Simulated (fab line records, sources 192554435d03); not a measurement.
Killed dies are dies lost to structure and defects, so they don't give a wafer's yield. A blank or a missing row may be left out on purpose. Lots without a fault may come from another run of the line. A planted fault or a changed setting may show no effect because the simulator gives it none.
fab line records | flow n5_finfet | part 1 of 2: steps 1 to 19 of 31
record lots=5 wafers=15 last_day=16
route steps=1938 shown BEOL_M13@1692 BEOL_M14@1716
lots that met no fault: from a run of the same line without faults
start_h: hours from the record's first day to the start of the lot's first wafer shown | wait_h: hours since the lot's step before | " the same as in the row above | L1.1+2: a row that stands for several wafers | - no value, or no start given | * or withheld: withheld | < > ~ a bound
route shown NAME@n: a module of which the file shows steps, and the number in the route of the first | usual: mean/standard deviation of fault-free wafers | same: alike in all rows | chamber/n: place in a boat | sites: the reading at each site | _std_site: their standard deviation | _edge_site: outer sites' mean less inner sites' | radius_mm: how far each site lies from the wafer's centre | mask NAME#n: copy n | behind: the tool/chamber that last shaped the wafer | hold: why the lot was held/for how many hours/how that ended | device: the transistor (n, p or np) that didn't switch | end of line: the same wafers' tests at the end of the route | a step without rows: its recipe alone | killed: dies lost to structure and defects at the first sort, not the wafer's yield | map: a wafer's dies, x killed, . not, _ none there
set.NAME: the setting as run; set.NAME@STEP: as run at that earlier step | model.NAME: the simulator's own value behind a step, which no gauge read
lots at some steps of the route; a table a step, a row a wafer
services: from which hour (start_h, from the record's first day; less than 0 if before it) a tool's chamber was out of use, for how many hours, and why
## steps
# step N5_BEOL_M13_DESCUM_33
# recipe chemistry=O2 time_s=7.9 source_power_w=50 bias_power_w=20 pressure_mtorr=20 rf_frequency_hz=2.712e+07 temp_c=40 o2_flow_sccm=225
# usual drypump_motor_current_A=5.6/0.5 oes_product_au=0.74/0.063 rf_vpp_V=243.3/1.7 showerhead_plenum_p_Torr=2.10/0.09 throttle_valve_pct=20.54/0.24
# columns lot.wafer tool chamber start_h wait_h drypump_motor_current_A oes_product_au rf_hours_counter_h rf_vpp_V showerhead_plenum_p_Torr throttle_valve_pct
L076.1 rie_diel-03 3 264.27 0.4 5.9 0.75 132 245.2 2.18 20.52
L076.4 " 1 " " 5.2 0.72 179 241.2 2.08 20.75
L076.6 " 1 " " 5.2 0.72 - 243.2 2.08 20.75
L086.2 rie_diel-02 1 328.35 0.0 4.9 0.67 248 242.1 1.97 20.14
L086.5 " 3 " " 5.6 0.81 - 245.7 2.18 20.33
L086.6 " 2 " " 6.0 0.75 - 240.1 1.92 20.85
L091.1 rie_diel-03 0 330.88 0.1 5.3 0.71 221 242.0 2.07 20.71
L091.4 " 1 " " 5.2 0.70 - 241.0 2.08 20.78
L091.6 " 0 " " 5.3 0.70 - 241.9 2.07 20.72
L088.1 rie_diel-03 2 335.24 0.1 6.5 0.71 203 243.1 2.15 20.24
L088.2 " 1 " " 5.2 0.70 201 242.8 2.08 20.77
L088.4 " 1 " " 5.2 0.70 - 244.3 2.08 20.77
L094.2 rie_diel-02 0 361.65 0.5 5.3 0.70 230 242.9 2.05 20.68
L094.3 " 3 " " 5.6 0.77 116 245.0 2.18 20.38
L094.5 " 3 " " 5.6 0.79 - 244.9 2.18 20.36
# step N5_BEOL_M13_ETCH_67
# recipe chemistry=CF4 target=SiARC target_depth_a=1430 time_s=238.3 ion_energy_ev=80 pressure_mtorr=40 source_w=545 bias_w=36 Ar_flow_sccm=100 cf4_flow_sccm=100 ends=cleared
# usual cf4_flow_sccm=100.02/0.28 drypump_motor_current_A=5.6/0.5 etch_rf_on_time_s=239/4.6 oes_product_au=0.63/0.054 rf_vpp_V=184.1/1.4 showerhead_plenum_p_Torr=2.15/0.088 throttle_valve_pct=15.76/0.22
# columns lot.wafer tool chamber start_h wait_h cf4_flow_sccm drypump_motor_current_A etch_rf_on_time_s oes_product_au rf_hours_counter_h rf_vpp_V showerhead_plenum_p_Torr throttle_valve_pct
L076.1 rie_diel-03 3 264.30 0.0 100.00 5.8 242 0.63 132 186.2 2.23 15.70
L076.4 " 1 " " 99.78 5.2 243 0.61 179 184.0 2.13 15.89
L076.6 " 1 " " 99.66 5.2 244 0.61 - 183.2 2.13 15.88
L086.2 rie_diel-02 1 328.38 0.0 99.77 4.9 243 0.58 248 183.1 2.03 15.44
L086.5 " 3 " " 100.46 5.6 239 0.69 - 185.8 2.25 15.60
L086.6 " 2 " " 100.03 6.1 235 0.64 - 182.4 1.98 15.97
L091.1 rie_diel-03 0 330.91 0.0 100.16 5.3 237 0.60 221 183.5 2.13 16.07
L091.4 " 1 " " 99.73 5.2 242 0.60 - 183.7 2.13 15.93
L091.6 " 0 " " 100.02 5.3 238 0.61 - 182.9 2.13 16.05
L088.1 rie_diel-03 2 335.27 0.0 100.39 6.5 241 0.61 203 185.3 2.21 15.55
L088.2 " 1 " " 99.68 5.2 240 0.59 201 183.8 2.13 15.91
L088.4 " 1 " " 99.90 5.2 240 0.60 - 185.6 2.13 15.93
L094.2 rie_diel-02 0 361.68 0.0 99.96 5.3 241 0.59 230 184.1 2.11 15.94
L094.3 " 3 " " 99.61 5.6 243 0.67 116 185.0 2.24 15.63
L094.5 " 3 " " 100.03 5.6 241 0.68 - 185.0 2.24 15.63
# step N5_BEOL_M13_ETCH_68
# recipe chemistry=N2/H2 target=SOC mask_material=SiARC source_w=3000 bias_w=350 temp_c=40 time_s=355 ion_energy_ev=200 pressure_mtorr=30 n2_flow_sccm=200 h2_flow_sccm=200
# usual drypump_motor_current_A=5.6/0.5 oes_product_au=0.74/0.062 rf_vpp_V=524/3.2 showerhead_plenum_p_Torr=2.55/0.12 throttle_valve_pct=17.91/0.24
# columns lot.wafer tool chamber start_h wait_h drypump_motor_current_A oes_product_au rf_hours_counter_h rf_vpp_V showerhead_plenum_p_Torr throttle_valve_pct
L076.1 rie_diel-03 3 264.45 0.1 5.8 0.75 133 528 2.66 17.91
L076.4 " 1 " " 5.3 0.71 179 522 2.52 18.07
L076.6 " 1 " " 5.2 0.71 - 523 2.52 18.05
L086.2 rie_diel-02 1 328.53 0.1 4.9 0.67 248 520 2.39 17.50
L086.5 " 3 " " 5.6 0.80 - 527 2.65 17.67
L086.6 " 2 " " 6.1 0.74 - 517 2.32 18.06
L091.1 rie_diel-03 0 331.06 0.1 5.3 0.71 221 524 2.50 18.00
L091.4 " 1 " " 5.2 0.71 - 523 2.51 18.11
L091.6 " 0 " " 5.3 0.70 - 523 2.50 18.01
L088.1 rie_diel-03 2 335.42 0.1 6.4 0.71 203 525 2.64 17.73
L088.2 " 1 " " 5.3 0.71 201 525 2.51 18.13
L088.4 " 1 " " 5.2 0.70 - 524 2.51 18.11
L094.2 rie_diel-02 0 361.83 0.1 5.3 0.68 230 523 2.53 18.28
L094.3 " 3 " " 5.6 0.78 116 526 2.65 17.66
L094.5 " 3 " " 5.6 0.79 - 528 2.65 17.68
# step N5_BEOL_M13_STRIP_69
# recipe chemistry=N2/H2 temp_c=40 n2_flow_sccm=200 h2_flow_sccm=200 rf_frequency_hz=6e+07
# columns lot.wafer tool chamber start_h wait_h
L076.1+4+6 rie_diel-03 3,1,1 264.66 0.1
L086.2+5+6 rie_diel-02 1,3,2 328.74 0.1
L091.1+4+6 rie_diel-03 0,1,0 331.27 0.1
L088.1+2+4 rie_diel-03 2,1,1 335.63 0.1
L094.2+3+5 rie_diel-02 0,3,3 362.04 0.1
# step N5_BEOL_M13_TRENCH_ETCH_34
# recipe chemistry=C4F8/O2/Ar target=SiOC target_depth_a=4134.7 mask_material=SOC pressure_mtorr=30 source_w=3000 bias_w=700 Ar_flow_sccm=400 C4F8_flow_sccm=15 O2_flow_sccm=8 he_inner_torr=15 he_outer_torr=30 time_s=162.6 ion_energy_ev=250
# usual O2_flow_sccm=8.001/0.024 drypump_motor_current_A=5.6/0.5 oes_product_au=0.74/0.062 rf_vpp_V=666/4.1 showerhead_plenum_p_Torr=3.44/0.14 throttle_valve_pct=24.37/0.23
# columns lot.wafer tool chamber start_h wait_h O2_flow_sccm drypump_motor_current_A oes_product_au rf_hours_counter_h rf_vpp_V showerhead_plenum_p_Torr throttle_valve_pct
L076.1 rie_diel-03 3 264.67 0.0 8.030 5.8 0.75 133 669 3.55 24.28
L076.4 " 1 " " 8.011 5.2 0.71 179 664 3.41 24.56
L076.6 " 1 " " 7.978 5.2 0.72 - 665 3.41 24.56
L086.2 rie_diel-02 1 328.75 0.0 8.049 4.9 0.67 248 662 3.25 23.96
L086.5 " 3 " " 8.011 5.6 0.80 - 672 3.60 24.31
L086.6 " 2 " " 7.971 6.1 0.74 - 658 3.16 24.60
L091.1 rie_diel-03 0 331.28 0.0 7.989 5.3 0.71 221 665 3.39 24.56
L091.4 " 1 " " 8.014 5.2 0.70 - 665 3.40 24.58
L091.6 " 0 " " 7.969 5.3 0.70 - 664 3.39 24.53
L088.1 rie_diel-03 2 335.64 0.0 8.034 6.5 0.71 203 669 3.52 24.06
L088.2 " 1 " " 8.032 5.2 0.70 201 665 3.40 24.57
L088.4 " 1 " " 8.029 5.2 0.70 - 664 3.40 24.59
L094.2 rie_diel-02 0 362.05 0.0 7.995 5.3 0.68 230 664 3.40 24.61
L094.3 " 3 " " 7.978 5.6 0.79 116 670 3.59 24.35
L094.5 " 3 " " 7.958 5.6 0.79 - 669 3.59 24.35
# step N5_BEOL_M13_STRIP_70
# recipe chemistry=C4F8/O2/Ar resist=SiARC rf_frequency_hz=6e+07
# columns lot.wafer tool chamber start_h wait_h
L076.1+4+6 rie_diel-03 3,1,1 264.80 0.1
L086.2+5+6 rie_diel-02 1,3,2 328.88 0.1
L091.1+4+6 rie_diel-03 0,1,0 331.41 0.1
L088.1+2+4 rie_diel-03 2,1,1 335.77 0.1
L094.2+3+5 rie_diel-02 0,3,3 362.18 0.1
# step N5_BEOL_M13_OCD_MEAS_35
# usual trench_depth_nm=410/5.8
# columns lot.wafer tool chamber start_h wait_h trench_depth_nm
L076.1 ocd-01 - 264.84 0.0 410
L076.4 " - " " 411
L076.6 " - " " 413
L086.2 ocd-02 - 328.93 0.0 398
L086.5 " - " " 409
L086.6 " - " " 412
L091.1 ocd-02 - 331.45 0.0 411
L091.4 " - " " 411
L091.6 " - " " 404
L088.1 ocd-01 - 335.81 0.0 411
L088.2 " - " " 411
L088.4 " - " " 409
L094.2 ocd-01 - 362.22 0.0 402
L094.3 " - " " 413
L094.5 " - " " 410
# step N5_BEOL_M13_STRIP_37
# recipe chemistry=N2/H2 power_w=1000 temp_c=250 h2_frac=0.65 overash_fraction=0.3 pressure_mtorr=withheld n2_flow_sccm=1750 h2_flow_sccm=3250
# usual drypump_motor_current_A=5.5/0.56 heater_power_w=348/56 oes_product_au=0.785/0.0097
# same overash_fraction=0.3
# columns lot.wafer tool chamber start_h wait_h drypump_motor_current_A heater_power_w oes_product_au rf_hours_counter_h
L076.1 plasma_asher-01 0 264.88 0.0 5.1 333 0.786 119
L076.4 " 0 " " 5.1 345 0.781 -
L076.6 " 0 " " 5.1 340 0.795 -
L086.2 plasma_asher-02 1 328.96 0.0 5.1 435 0.773 87
L086.5 " 1 " " 5.1 421 0.782 -
L086.6 " 0 " " 5.5 339 0.780 -
L091.1 plasma_asher-02 0 331.49 0.0 5.5 334 0.793 88
L091.4 " 0 " " 5.4 340 0.779 -
L091.6 " 1 " " 5.1 432 0.798 -
L088.1 plasma_asher-02 1 335.85 0.0 5.1 435 0.785 89
L088.2 " 0 " " 5.5 346 0.773 89
L088.4 " 1 " " 5.1 430 0.801 -
L094.2 plasma_asher-01 0 362.26 0.0 5.1 341 0.781 138
L094.3 " 1 " " 6.5 274 0.785 -
L094.5 " 0 " " 5.1 348 0.771 -
# step N5_BEOL_M13_ETCH_38
# recipe chemistry=CF4/N2 target=SiCN target_depth_a=675 taper_deg=2 time_s=71.9 ion_energy_ev=150 mask_material=SiO2 pressure_mtorr=40 source_w=430 bias_w=70 Ar_flow_sccm=100 cf4_flow_sccm=60 n2_flow_sccm=60
# usual cf4_flow_sccm=60.01/0.17 drypump_motor_current_A=5.6/0.52 oes_product_au=0.75/0.064 rf_vpp_V=383.0/2.3 showerhead_plenum_p_Torr=2.24/0.083 throttle_valve_pct=15.60/0.18
# columns lot.wafer tool chamber start_h wait_h cf4_flow_sccm drypump_motor_current_A oes_product_au rf_hours_counter_h rf_vpp_V showerhead_plenum_p_Torr throttle_valve_pct
L076.1 rie_diel-03 2 265.62 - 60.30 6.4 0.72 181 383.0 2.28 15.35
L076.4 " 0 " " 59.90 5.3 0.72 201 382.3 2.19 15.83
L076.6 " 2 " " 60.36 6.4 0.72 - 385.6 2.28 15.35
L086.2 rie_diel-01 1 329.59 - 60.14 5.8 0.81 81 385.9 2.31 15.61
L086.5 " 1 " " 60.13 5.8 0.80 - 384.1 2.31 15.61
L086.6 " 2 " " 59.68 4.8 0.86 - 385.7 2.32 15.35
L091.1 rie_diel-03 0 332.25 - 59.68 5.4 0.70 222 381.8 2.19 15.87
L091.4 " 1 " " 60.14 5.2 0.69 - 381.7 2.19 15.76
L091.6 " 0 " " 59.61 5.3 0.70 - 382.4 2.19 15.86
L088.1 rie_diel-03 2 335.97 - 59.90 6.5 0.70 203 383.3 2.28 15.39
L088.2 " 1 " " 59.87 5.2 0.69 202 381.2 2.19 15.76
L088.4 " 2 " " 59.65 6.4 0.70 - 382.7 2.28 15.40
L094.2 rie_diel-03 2 364.22 - 59.98 6.4 0.70 216 385.2 2.27 15.42
L094.3 " 3 " " 60.26 5.8 0.72 163 383.1 2.29 15.59
L094.5 " 0 " " 60.04 5.3 0.71 - 380.7 2.18 15.90
# step N5_BEOL_M13_PRECLEAN_39
# recipe chemistry=residue_remover time_s=60 temp_c=40
# usual bath_heat_duty_pct=4.5/0.61
# columns lot.wafer tool chamber start_h wait_h bath_heat_duty_pct
L076.1 wet_bench-05 2 265.75 0.1 3.9
L076.4 " 5 " " 4.2
L076.6 " 6 " " 4.6
L086.2 wet_bench-05 2 329.72 0.1 4.5
L086.5 " 0 " " 4.5
L086.6 " 7 " " 4.6
L091.1 wet_bench-03 7 332.38 0.1 4.2
L091.4 " 1 " " 4.5
L091.6 " 2 " " 4.3
L088.1 wet_bench-05 6 336.10 0.1 3.8
L088.2 " 4 " " 4.1
L088.4 " 1 " " 3.3
L094.2 wet_bench-06 0 364.35 0.1 4.3
L094.3 " 5 " " 5.4
L094.5 " 2 " " 2.9
# step N5_BEOL_M13_SRD_40
# recipe time_s=30 temp_c=23 rinse_liquid=diw dry=n2_spin spin_rpm=1500 dry_time_s=30
# usual bath_heat_duty_pct=3.6/0.51 spin_rpm=1500.0/0.77
# columns lot.wafer tool chamber start_h wait_h bath_heat_duty_pct spin_rpm
L076.1 wet_bench-05 2 265.77 0.0 4.1 1499.7
L076.4 " 5 " " 3.8 1500.8
L076.6 " 6 " " 2.3 1498.3
L086.2 wet_bench-05 2 329.74 0.0 4.3 1501.1
L086.5 " 0 " " 3.2 1500.4
L086.6 " 7 " " 3.0 1498.9
L091.1 wet_bench-03 7 332.40 0.0 3.4 1500.1
L091.4 " 1 " " 3.8 1500.2
L091.6 " 2 " " 3.5 1498.6
L088.1 wet_bench-05 6 336.12 0.0 3.4 1500.3
L088.2 " 4 " " 3.8 1500.4
L088.4 " 1 " " 3.2 1498.5
L094.2 wet_bench-06 0 364.38 0.0 3.6 1501.2
L094.3 " 5 " " 3.3 1500.4
L094.5 " 2 " " 2.6 1499.5
# step N5_BEOL_M13_DEGAS_41
# recipe ambient=vacuum temp_c=250 time_s=60
# usual heater_power_w=351/19
# columns lot.wafer tool chamber start_h wait_h heater_power_w
L076.1 pvd_sputter-01 - 266.31 0.5 328
L076.4 " - " " 346
L076.6 " - " " 343
L086.2 pvd_sputter-02 - 330.30 0.5 353
L086.5 " - " " 346
L086.6 " - " " 385
L091.1 pvd_sputter-02 - 332.46 0.0 351
L091.4 " - " " 380
L091.6 " - " " 379
L088.1 pvd_sputter-03 - 336.62 0.5 330
L088.2 " - " " 337
L088.4 " - " " 332
L094.2 pvd_sputter-01 - 364.60 0.2 339
L094.3 " - " " 371
L094.5 " - " " 326
# step N5_BEOL_M13_PRE_CLEAN_42
# recipe gas=H2/He time_s=30 temp_c=250
# usual heater_power_w=350/20
# columns lot.wafer tool chamber start_h wait_h heater_power_w
L076.1 pvd_sputter-01 - 266.35 0.0 307
L076.4 " - " " 344
L076.6 " - " " 350
L086.2 pvd_sputter-02 - 330.34 0.0 356
L086.5 " - " " 340
L086.6 " - " " 382
L091.1 pvd_sputter-02 - 332.50 0.0 356
L091.4 " - " " 385
L091.6 " - " " 383
L088.1 pvd_sputter-03 - 336.66 0.0 332
L088.2 " - " " 348
L088.4 " - " " 339
L094.2 pvd_sputter-01 - 364.64 0.0 340
L094.3 " - " " 362
L094.5 " - " " 317
# step N5_BEOL_M13_SPUTTER_43
# recipe material=TaN target_thk_a=150 temp_c=50 bias_v=168.6 power_w=15000 chamber_pressure_pa=0.12 time_s=24.19
# usual bias_v=168.7/1.7 throttle_valve_pct=30.7/0.99
# columns lot.wafer tool chamber start_h wait_h bias_v throttle_valve_pct
L076.1 pvd_sputter-01 - 266.39 0.0 166.8 30.6
L076.4 " - " " 167.5 32.5
L076.6 " - " " 169.7 32.9
L086.2 pvd_sputter-02 - 330.38 0.0 172.1 30.5
L086.5 " - " " 168.5 30.5
L086.6 " - " " 166.7 29.7
L091.1 pvd_sputter-02 - 332.54 0.0 167.7 30.9
L091.4 " - " " 169.9 29.9
L091.6 " - " " 167.4 29.8
L088.1 pvd_sputter-03 - 336.70 0.0 170.0 31.2
L088.2 " - " " 167.1 30.6
L088.4 " - " " 169.4 28.5
L094.2 pvd_sputter-01 - 364.68 0.0 167.0 32.8
L094.3 " - " " 167.8 30.2
L094.5 " - " " 168.2 31.5
# step N5_BEOL_M13_SPUTTER_44
# recipe material=Ta target_thk_a=100 temp_c=50 bias_v=80 power_w=15000 chamber_pressure_pa=0.07 time_s=16.13
# usual bias_v=80.1/0.84 throttle_valve_pct=30.7/0.98
# columns lot.wafer tool chamber start_h wait_h bias_v throttle_valve_pct
L076.1 pvd_sputter-01 - 266.47 0.0 80.0 30.5
L076.4 " - " " 79.9 32.7
L076.6 " - " " 79.4 32.4
L086.2 pvd_sputter-02 - 330.46 0.0 80.2 30.4
L086.5 " - " " 81.3 30.4
L086.6 " - " " 79.4 30.0
L091.1 pvd_sputter-02 - 332.62 0.0 79.4 30.9
L091.4 " - " " 81.5 29.9
L091.6 " - " " 82.1 29.9
L088.1 pvd_sputter-03 - 336.78 0.0 81.1 31.3
L088.2 " - " " 80.2 30.4
L088.4 " - " " 80.5 28.7
L094.2 pvd_sputter-01 - 364.76 0.0 78.8 32.9
L094.3 " - " " 80.0 29.9
L094.5 " - " " 79.5 31.2
# step N5_BEOL_M13_SPUTTER_45
# recipe material=Cu target_thk_a=800 temp_c=-20 bias_v=60 power_w=26000 chamber_pressure_pa=0.13 time_s=13.33
# usual bias_v=60.1/0.62 throttle_valve_pct=30.7/0.98
# columns lot.wafer tool chamber start_h wait_h bias_v throttle_valve_pct
L076.1 pvd_sputter-01 - 266.55 0.0 59.8 30.4
L076.4 " - " " 60.3 32.7
L076.6 " - " " 60.2 32.8
L086.2 pvd_sputter-02 - 330.54 0.0 60.1 30.3
L086.5 " - " " 59.9 30.8
L086.6 " - " " 60.4 29.7
L091.1 pvd_sputter-02 - 332.70 0.0 60.1 30.9
L091.4 " - " " 60.8 29.6
L091.6 " - " " 60.1 29.8
L088.1 pvd_sputter-03 - 336.86 0.0 59.5 31.1
L088.2 " - " " 60.0 30.5
L088.4 " - " " 61.3 28.7
L094.2 pvd_sputter-01 - 364.84 0.0 59.9 32.7
L094.3 " - " " 59.9 30.0
L094.5 " - " " 60.5 31.5
# step N5_BEOL_M13_ECD_47
# recipe material=Cu target_thk_a=9360
# columns lot.wafer tool chamber start_h wait_h
L076.1+4+6 ecd_cu-02 1,1,0 266.67 0.1
L086.2+5+6 ecd_cu-02 1,1,0 330.66 0.1
L091.1+4+6 ecd_cu-02 0,0,1 332.82 0.1
L088.1+2+4 ecd_cu-01 1,0,0 336.97 0.1
L094.2+3+5 ecd_cu-02 0 364.96 0.1
# step N5_BEOL_M13_ANNEAL_48
# recipe temp_c=225 time_s=90 ambient=N2
# usual wafer_temp_C_max=225.88/0.23
# columns lot.wafer tool chamber start_h wait_h wafer_temp_C_max
L076.1 rtp_anneal-01 0 267.10 0.4 225.69
L076.4 " 0 " " 225.77
L076.6 " 0 " " 225.58
L086.2 rtp_anneal-01 0 330.87 0.2 225.30
L086.5 " 0 " " 225.36
L086.6 " 0 " " 225.65
L091.1 rtp_anneal-02 0 332.98 0.1 225.97
L091.4 " 0 " " 225.90
L091.6 " 0 " " 226.00
L088.1 rtp_anneal-01 0 337.14 0.1 225.98
L088.2 " 0 " " 225.83
L088.4 " 0 " " 226.10
L094.2 rtp_anneal-01 0 365.16 0.2 225.85
L094.3 " 0 " " 225.77
L094.5 " 0 " " 225.87
# step N5_BEOL_M13_CMP_49
# recipe stop_on=SiOC t_overpolish_s=17.1 down_force_psi=1 platen_rpm=50 clearing_platen_down_force_psi=1.5 clearing_platen_rpm=50 post_cmp_clean=cu_alkaline target_thk_nm=420 clearing_platen_pad_velocity_m_s=0.99484 pad_velocity_m_s=0.99484
# usual barrier_field_endpoint_s=30.2/0.68 motor_current_A=6.2/0.39 overpolish_run_s=17.100/0.01
# same t_overpolish_s=17.1
# columns lot.wafer tool chamber start_h wait_h barrier_field_endpoint_s motor_current_A overpolish_run_s
L076.1 cmp-01 0 267.40 0.3 30.0 5.6 17.078
L076.4 " 1 " " 30.5 6.3 17.099
L076.6 " 1 " " 29.9 6.4 17.095
L086.2 cmp-03 3 331.12 0.2 30.0 6.6 17.097
L086.5 " 3 " " 29.8 6.7 17.089
L086.6 " 0 " " 29.8 5.9 17.097
L091.1 cmp-02 1 333.28 0.3 30.6 5.8 17.095
L091.4 " 3 " " 30.2 6.4 17.106
L091.6 " 1 " " 31.7 6.1 17.082
L088.2 cmp-03 1 337.43 0.2 30.5 5.8 17.086
L088.1 " 3 " " 31.5 6.5 17.098
L088.4 " 0 " " 30.6 6.0 17.109
L094.2 cmp-02 2 365.45 0.2 29.2 6.8 17.102
L094.3 " 3 " " 28.6 6.2 17.091
L094.5 " 2 " " 29.4 6.3 17.088
